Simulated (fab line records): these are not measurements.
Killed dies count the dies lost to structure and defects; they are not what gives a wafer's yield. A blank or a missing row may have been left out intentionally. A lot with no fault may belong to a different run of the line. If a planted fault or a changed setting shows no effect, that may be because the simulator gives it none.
fab line records	flow nandHarc
record lots=13	wafers=39	lastDay=24
route steps=1159 shown P_CONTACT@234 END@1159
lots that met no fault: from a run of the same line without faults
startH: start of the lot's first displayed wafer, in hours after the record's first day	waitH: time in hours since the lot's previous step	" the same as in the row above	L1.1+2: several wafers, shown together as one row	- no value, or no start given	* or withheld: withheld	< > ~ a bound
route shown NAME@n: NAME is a module with steps in the file, n the number in the route of the first one	usual: the fault-free wafers' mean and standard deviation	same: alike in all rows	chamber/n: place in a boat	sites: each site's reading	_std_site: their standard deviation	_edge_site: outer sites' mean less inner sites'	radiusMm: for every site, how far away it sits from the centre of the wafer	mask NAME#n: copy n	behind: tool/chamber where the wafer was last shaped	hold: cause of the lot's hold/its duration in hours/its outcome	device: names the non-switching transistor (n, p or np)	end of line: the route-end tests of the same wafers	a step without rows: its recipe alone	killed: dies that structure and defects cost at the first sort, which is not the same as the wafer's yield	map: per-die view of a wafer (x killed, . not killed, _ where there is no die)
set.NAME: the setting as run; set.NAME@STEP: as run at that earlier step	model.NAME: the simulator's own value behind a step, which no gauge read
route steps across a sampled set of lots; one table per step, one row per wafer
services: from which hour (startH, from the record's first day; less than 0 if before it) a tool's chamber was out of use, for how many hours, and why
## steps
# step NHARC_P_CONTACT_INSPECT_14
# usual rawDefectCount=3.7/2.3
lot.wafer	tool	chamber	startH	waitH	rawDefectCount
L549.4	defectInspect-02	-	100.02	0.0	2
L549.5	"	-	"	"	0
L549.6	"	-	"	"	5
L550.2	defectInspect-02	-	115.16	0.0	1
L550.4	"	-	"	"	4
L550.6	"	-	"	"	1
L555.2	defectInspect-01	-	133.47	0.0	4
L555.3	"	-	"	"	0
L555.6	"	-	"	"	4
L553.2	defectInspect-02	-	137.45	0.0	6
L553.3	"	-	"	"	5
L553.4	"	-	"	"	2
L558.1	defectInspect-02	-	169.02	0.0	5
L558.2	"	-	"	"	7
L558.5	"	-	"	"	4
L563.2	defectInspect-02	-	191.66	0.1	5
L563.4	"	-	"	"	5
L563.5	"	-	"	"	3
L567.2	defectInspect-02	-	216.23	0.1	2
L567.3	"	-	"	"	2
L567.6	"	-	"	"	3
L566.4	defectInspect-02	-	216.85	0.0	6
L566.5	"	-	"	"	4
L566.6	"	-	"	"	3
L569.2	defectInspect-02	-	234.27	0.0	0
L569.3	"	-	"	"	6
L569.4	"	-	"	"	10
L570.1	defectInspect-01	-	234.63	0.0	8
L570.2	"	-	"	"	8
L570.3	"	-	"	"	3
L568.1	defectInspect-01	-	240.88	0.0	1
L568.3	"	-	"	"	5
L568.4	"	-	"	"	0
L571.2	defectInspect-02	-	241.56	0.0	2
L571.5	"	-	"	"	3
L571.6	"	-	"	"	1
L572.1	defectInspect-01	-	249.00	0.0	2
L572.3	"	-	"	"	5
L572.5	"	-	"	"	6
# step NHARC_P_CONTACT_ETCH_36
# recipe targetDepthA=2600	overEtchFrac=0.25	timeS=406.25	ionEnergyEv=200	n2FlowSccm=150	h2FlowSccm=150	arFlowSccm=0	rfW=400	biasW=150	chemistry=N2/H2
# usual drypumpMotorCurrentA=5.7/0.4	mfcArSccm=0.006/0.0063	oesProductAu=1.000/0.0075	rfVppV=430.9/2.8	showerheadPlenumPTorr=2.06/0.098	throttleValvePct=14.172/0.0091
lot.wafer	tool	chamber	startH	waitH	drypumpMotorCurrentA	mfcArSccm	oesProductAu	rfHoursCounterH	rfVppV	showerheadPlenumPTorr	throttleValvePct
L549.4	rieDiel-12	3	-	-	4.8	0	1.006	6	431.5	2.04	14.175
L549.5	"	0	"	"	5.7	0	1.015	-	432.4	2.11	14.165
L549.6	"	1	"	"	5.6	0	0.990	-	434.2	2.15	14.158
L550.2	rieDiel-01	3	115.55	0.2	5.6	0.014	1.013	15	427.4	1.94	14.155
L550.4	"	2	"	"	6.2	0.004	1.010	-	433.5	2.17	14.165
L550.6	"	3	"	"	5.6	0.014	1.014	-	428.1	1.94	14.182
L555.3	rieDiel-02	1	-	-	5.4	0	1.004	54	428.1	1.93	14.171
L555.2	"	2	"	"	5.4	0.014	1.002	44	426.8	1.93	14.159
L555.6	"	0	"	"	5.9	0	1.001	-	430.2	2.01	14.180
L553.3	rieDiel-12	0	-	-	5.7	0	1.011	11	432.6	2.11	14.188
L553.2	"	1	"	"	5.6	0	0.989	9	430.7	2.15	14.172
L553.4	"	2	"	"	6.1	0	0.990	10	429.4	1.96	14.170
L558.2	rieDiel-12	0	-	-	5.7	0	1.000	15	432.1	2.11	14.166
L558.1	"	1	"	"	5.6	0	0.987	12	434.1	2.14	14.167
L558.5	"	0	"	"	5.7	0	1.007	-	432.4	2.11	14.171
L563.4	rieDiel-01	2	-	-	6.1	0.004	0.992	3	432.5	2.17	14.172
L563.2	"	3	"	"	5.6	0.014	0.988	3	427.7	1.94	14.183
L563.5	"	3	"	"	5.6	0.014	0.990	-	428.9	1.94	14.165
L567.3	rieDiel-02	2	-	-	5.4	0.014	1.002	22	427.1	1.92	14.168
L567.2	"	0	"	"	5.9	0	1.000	24	429.3	2.00	14.165
L567.6	"	2	"	"	5.4	0.014	0.997	-	428.8	1.92	14.169
L566.4	rieDiel-01	3	-	-	5.6	0.014	0.998	7	429.5	1.94	14.180
L566.5	"	2	"	"	6.2	0.004	1.000	-	432.3	2.17	14.169
L566.6	"	3	"	"	5.6	0.014	0.996	-	427.3	1.94	14.176
L569.2	rieDiel-02	0	-	-	5.9	0	1.011	30	429.0	2.00	14.187
L569.3	"	1	"	"	5.4	0	1.000	29	427.8	1.92	14.168
L569.4	"	3	"	"	5.0	0.002	0.993	30	427.6	1.95	14.174
L570.1	rieDiel-01	1	-	-	6.2	0.017	0.987	8	435.9	2.20	14.171
L570.3	"	2	"	"	6.2	0.004	1.000	8	433.0	2.17	14.186
L570.2	"	3	"	"	5.6	0.014	1.002	8	429.9	1.94	14.174
L568.3	rieDiel-01	0	-	-	5.4	0.006	1.013	8	429.6	2.02	14.173
L568.1	"	1	"	"	6.2	0.017	1.004	9	434.4	2.20	14.177
L568.4	"	3	"	"	5.6	0.014	1.000	9	426.8	1.94	14.169
L571.2	rieDiel-12	0	-	-	5.7	0	1.003	3	433.1	2.11	14.179
L571.6	"	2	"	"	6.1	0	1.006	-	429.1	1.96	14.160
L571.5	"	3	"	"	4.9	0	0.998	-	430.6	2.03	14.161
L572.1	rieDiel-12	0	-	-	5.7	0	1.005	4	432.9	2.11	14.170
L572.3	"	2	"	"	6.1	0	0.996	4	427.6	1.96	14.182
L572.5	"	1	"	"	5.6	0	0.992	-	432.8	2.14	14.164
# step NHARC_P_CONTACT_PVD_32
# recipe targetThkA=50	chamberPressurePa=5	powerW=5000	substrateTempC=200	timeS=17.7	material=Ti
# usual throttleValvePct=29.7/0.98
lot.wafer	tool	chamber	startH	waitH	throttleValvePct
L549.4	pvdSputter-03	-	101.79	-	29.1
L549.5	"	-	"	"	29.3
L549.6	"	-	"	"	29.7
L550.4	pvdSputter-02	-	117.30	-	31.9
L550.2	"	-	"	"	29.7
L550.6	"	-	"	"	29.0
L555.3	pvdSputter-03	-	135.39	-	27.8
L555.2	"	-	"	"	29.4
L555.6	"	-	"	"	29.8
L555.3	pvdSputter-03	-	135.65	-	28.0
L555.2	"	-	"	"	29.3
L555.6	"	-	"	"	29.1
L553.4	pvdSputter-01	-	139.24	-	30.8
L553.3	"	-	"	"	28.6
L553.2	"	-	"	"	30.2
L558.2	pvdSputter-03	-	170.93	-	29.5
L558.1	"	-	"	"	30.0
L558.5	"	-	"	"	27.8
L558.2	pvdSputter-03	-	171.19	-	29.6
L558.1	"	-	"	"	29.8
L558.5	"	-	"	"	27.6
L563.4	pvdSputter-03	-	193.47	-	29.5
L563.2	"	-	"	"	30.2
L563.5	"	-	"	"	27.6
L563.4	pvdSputter-03	-	193.73	-	29.4
L563.2	"	-	"	"	29.7
L563.5	"	-	"	"	27.7
L567.3	pvdSputter-01	-	218.27	-	30.2
L567.2	"	-	"	"	30.5
L567.6	"	-	"	"	29.2
L566.4	pvdSputter-01	-	218.70	-	30.4
L566.6	"	-	"	"	29.8
L566.5	"	-	"	"	30.5
L569.4	pvdSputter-02	-	236.04	-	28.9
L569.2	"	-	"	"	30.4
L569.3	"	-	"	"	29.4
L570.3	pvdSputter-03	-	236.55	-	29.7
L570.1	"	-	"	"	30.0
L570.2	"	-	"	"	27.7
L568.4	pvdSputter-02	-	242.72	-	29.4
L568.3	"	-	"	"	28.4
L568.1	"	-	"	"	31.0
L571.2	pvdSputter-03	-	243.38	-	29.6
L571.6	"	-	"	"	30.1
L571.5	"	-	"	"	28.1
L572.3	pvdSputter-01	-	251.01	-	30.2
L572.1	"	-	"	"	30.3
L572.5	"	-	"	"	30.5
# step NHARC_P_CONTACT_ALD_22
# recipe targetThkA=30	pulseTimeS=1	aldCycles=150	tempC=450	material=TiN
# usual heaterPowerW=1043/87	precursorPulseHeightRel=0.998/0.017
lot.wafer	tool	chamber	startH	waitH	heaterPowerW	precursorPulseHeightRel
L549.4	aldMetal-03	1	101.97	-	1188	0.999
L549.5	"	2	"	"	1140	1.019
L549.6	"	3	"	"	945	1.002
L550.4	aldMetal-02	0	117.42	-	901	0.994
L550.2	"	1	"	"	1106	1.005
L550.6	"	0	"	"	899	0.978
L555.3	aldMetal-02	2	135.82	-	1046	0.984
L555.2	"	3	"	"	926	0.978
L555.6	"	1	"	"	1100	0.985
L553.2	aldMetal-01	3	139.35	-	1160	0.978
L553.4	"	0	"	"	1088	1.010
L553.3	"	1	"	"	1081	0.985
L558.2	aldMetal-02	2	171.32	-	1053	1.015
L558.1	"	1	"	"	1107	1.027
L558.5	"	2	"	"	1045	0.996
L563.2	aldMetal-03	3	193.85	-	960	0.981
L563.5	"	0	"	"	997	0.995
L563.4	"	2	"	"	1080	0.970
L567.2	aldMetal-02	3	218.39	-	1044	0.981
L567.3	"	1	"	"	1058	1.024
L567.6	"	2	"	"	1034	1.035
L566.4	aldMetal-03	0	218.88	-	947	0.993
L566.5	"	1	"	"	1159	1.016
L566.6	"	2	"	"	1084	0.975
L569.3	aldMetal-02	0	236.15	-	913	1.014
L569.4	"	1	"	"	1017	0.981
L569.2	"	3	"	"	1038	0.999
L570.2	aldMetal-03	1	236.65	-	1170	0.984
L570.3	"	2	"	"	1064	1.004
L570.1	"	3	"	"	952	1.014
L568.1	aldMetal-02	2	242.84	-	999	0.990
L568.3	"	0	"	"	926	0.980
L568.4	"	1	"	"	1020	1.000
L571.2	aldMetal-01	0	243.45	-	1081	1.011
L571.5	"	0	"	"	1117	0.983
L571.6	"	1	"	"	1068	0.982
L572.3	aldMetal-02	2	251.14	-	1018	1.010
L572.1	"	0	"	"	910	1.001
L572.5	"	1	"	"	1027	0.993
# step NHARC_END_SORT_01
# recipe tempC=25
# usual killedAtArray=28/12	killedAtOther=0.8/1.1	killedAtPeriphery=3.6/2.3	killedDies=32/12	killedOpen=3.4/1.9	killedShort=2.0/1.3
# same grossDies=677
lot.wafer	tool	chamber	startH	waitH	killedAtArray	killedAtOther	killedAtPeriphery	killedDies	killedOpen	killedShort
L555.3	prober-02	0	458.04	3.1	23	0	3	26	6	2
L568.1	prober-01	0	574.08	2.5	18	2	8	28	2	2
L568.3	prober-01	0	575.70	3.1	28	0	6	34	1	6
L568.4	prober-01	0	576.50	3.4	24	0	7	31	6	3
# killed by level:class
L555.3 A_SLIT:chamberFilmFlake=10 A_CONTACT:chamberFilmFlake=5 A_WL_FILL:geometricParticle:open=2 A_CONTACT:geometricParticle:open=2 A_STAIRCASE:chamberFilmFlake=2 P_STI:geometricParticle:short=1 P_GATE:geometricParticle:open=1 P_M1:geometricParticle:open=1
L568.1 A_CHANNEL_HOLE_D1:chamberFilmFlake=9 P_M2:chamberFilmFlake=7 A_STAIRCASE:chamberFilmFlake=2 A_M0:chamberFilmFlake=2 THIN_TSV:chamberFilmFlake=2 P_M0:geometricParticle:open=1 A_CHANNEL_FILL_D1:geometricParticle:short=1 A_WL_FILL:geometricParticle:short=1
L568.3 A_CHANNEL_HOLE_D1:chamberFilmFlake=11 A_STAIRCASE:chamberFilmFlake=5 A_WL_FILL:geometricParticle:short=3 P_M2:chamberFilmFlake=3 A_M0:chamberFilmFlake=3 P_M0:geometricParticle:short=2 A_ZERO_WELL:chamberFilmFlake=2 A_CONTACT:chamberFilmFlake=2
L568.4 A_CHANNEL_HOLE_D1:chamberFilmFlake=5 P_M2:chamberFilmFlake=5 A_STAIRCASE:chamberFilmFlake=5 A_CONTACT:chamberFilmFlake=3 A_ONON_D1:geometricParticle:short=2 A_WL_FILL:geometricParticle:open=2 A_CONTACT:geometricParticle:open=2 A_M0:chamberFilmFlake=2
## services
tool	chamber	startH	hours	kind
rieDiel-01	0	82.88	3.0	repair
rieDiel-01	1	87.84	4.6	repair
pvdSputter-02	-	98.46	5.0	repair
pvdSputter-03	-	102.00	10.0	pm
rieDiel-01	1	105.30	11.1	repair
rieDiel-01	0	106.47	9.3	repair
pvdSputter-01	-	129.11	5.5	repair
rieDiel-12	2	141.04	1.8	repair
aldMetal-03	-	144.00	10.0	pm
rieDiel-01	-	146.07	9.0	pm
rieDiel-02	-	150.92	9.0	pm
pvdSputter-01	-	158.02	10.0	pm
aldMetal-02	-	164.03	0.5	repair
rieDiel-12	3	169.24	20.2	repair
aldMetal-03	1	171.24	24.2	repair
rieDiel-12	0	175.37	2.7	repair
pvdSputter-01	-	183.89	9.4	repair
aldMetal-02	-	186.00	10.0	pm
rieDiel-01	-	189.61	0.3	repair
rieDiel-12	-	202.43	9.0	pm
pvdSputter-03	-	218.39	12.4	repair
rieDiel-01	0	224.17	1.5	repair
rieDiel-12	1	226.65	5.4	repair
rieDiel-12	3	248.53	10.9	repair
## key
firstSign step=NHARC_P_CONTACT_PVD_32	reading=visit	direction=added
effect none on later readings
metAt NHARC_P_CONTACT_PVD_32
struckLots L555,L558,L563
testerLeftOut L555,L558,L563
notActingAt NHARC_P_CONTACT_INSPECT_14,NHARC_P_CONTACT_ETCH_36,NHARC_P_CONTACT_ALD_22
fault kind=repeatedStepWhole	tool=pvdSputter-01,pvdSputter-02,pvdSputter-03	chamber=-	onsetH=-	steps=NHARC_P_CONTACT_PVD_32	times=1	scope=struckLotsOnly
# testerLeftOut: of these lots the tester's yield and bins aren't shown, on N5 and GAA mostly nor the transistor test; their killed dies are dies lost to structure and defects alone, not to doping, threshold or leakage, so they don't give the yield
